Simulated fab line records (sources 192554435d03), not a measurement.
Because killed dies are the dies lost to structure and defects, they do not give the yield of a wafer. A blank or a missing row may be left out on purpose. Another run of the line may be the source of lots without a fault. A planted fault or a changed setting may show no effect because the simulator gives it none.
Which tool is to blame? | flow n5 finfet | Sampling: 9 lots, 27 wafers, 3 of 1938 route steps

WHAT THE GAUGES READ, wafer by wafer
N5_BEOL_M6_INSPECT_30: inspects for defects (brightfield).
lot  | measured     | on                | raw defect count
L321 | day 9 02:43  | defect inspect-01 | 468 492 460
L323 | day 9 14:22  | defect inspect-02 | 355 431 493
L324 | day 10 09:22 | defect inspect-02 | 390 506 369
L326 | day 10 13:42 | defect inspect-02 | 1234 293 285
L335 | day 12 08:52 | defect inspect-01 | 418 419 422
L337 | day 13 11:56 | defect inspect-02 | 294 420 299
L338 | day 13 16:31 | defect inspect-02 | 287 363 267
L341 | day 13 23:08 | defect inspect-01 | 368 346 268
L342 | day 14 03:47 | defect inspect-01 | 509 503 351

TOOL THAT RAN EACH LOT (tool first, then ch and the chambers of the sampled wafers, then the start)
lot  | N5_BEOL_M6_HM_DEP_02         | N5_BEOL_M6_STRIP_19
L321 | pvd sputter-03, day 9 01:18  | rie diel-03 ch 0,1,2, day 9 02:15
L323 | pvd sputter-01, day 9 12:35  | rie diel-04 ch 1,3, day 9 13:39
L324 | pvd sputter-02, day 10 06:01 | rie diel-05 ch 2,3, day 10 06:52
L326 | pvd sputter-02, day 10 09:37 | rie diel-05 ch 1,2, day 10 11:30
L335 | pvd sputter-02, day 12 06:51 | rie diel-03 ch 0,2,3, day 12 07:50
L337 | pvd sputter-03, day 13 10:11 | rie diel-04 ch 0,1,2, day 13 11:10
L338 | pvd sputter-02, day 13 14:29 | rie diel-05 ch 1,3, day 13 15:28
L341 | pvd sputter-02, day 13 21:40 | rie diel-05 ch 0,1, day 13 22:38
L342 | pvd sputter-02, day 14 02:08 | rie diel-04 ch 0,3, day 14 03:07
- N5_BEOL_M6_HM_DEP_02: deposits TiN, target thk 20 nm.
- N5_BEOL_M6_STRIP_19: strips in O2.

THE ANSWER, worked out from the rows above alone
Rule: what is usual is taken from the lots themselves. The widest of any qualifying gaps counts: lots, ordered by their means at a reading, are off when they make up no more than a third of the lots, leave a main group of 4 or more, and stand apart from it by 3 or more times the standard deviation of that group's means. If all means in a main group match to the digits the tables above print for the reading, that group is not used. Also off: a lot with no number at a reading for which 4 or more lots have one. The other lots that the step has rows for count as sound.
Across all readings shown, no lot is off: no conclusion can be drawn from this.

WHAT THE SIMULATOR HAD INSERTED
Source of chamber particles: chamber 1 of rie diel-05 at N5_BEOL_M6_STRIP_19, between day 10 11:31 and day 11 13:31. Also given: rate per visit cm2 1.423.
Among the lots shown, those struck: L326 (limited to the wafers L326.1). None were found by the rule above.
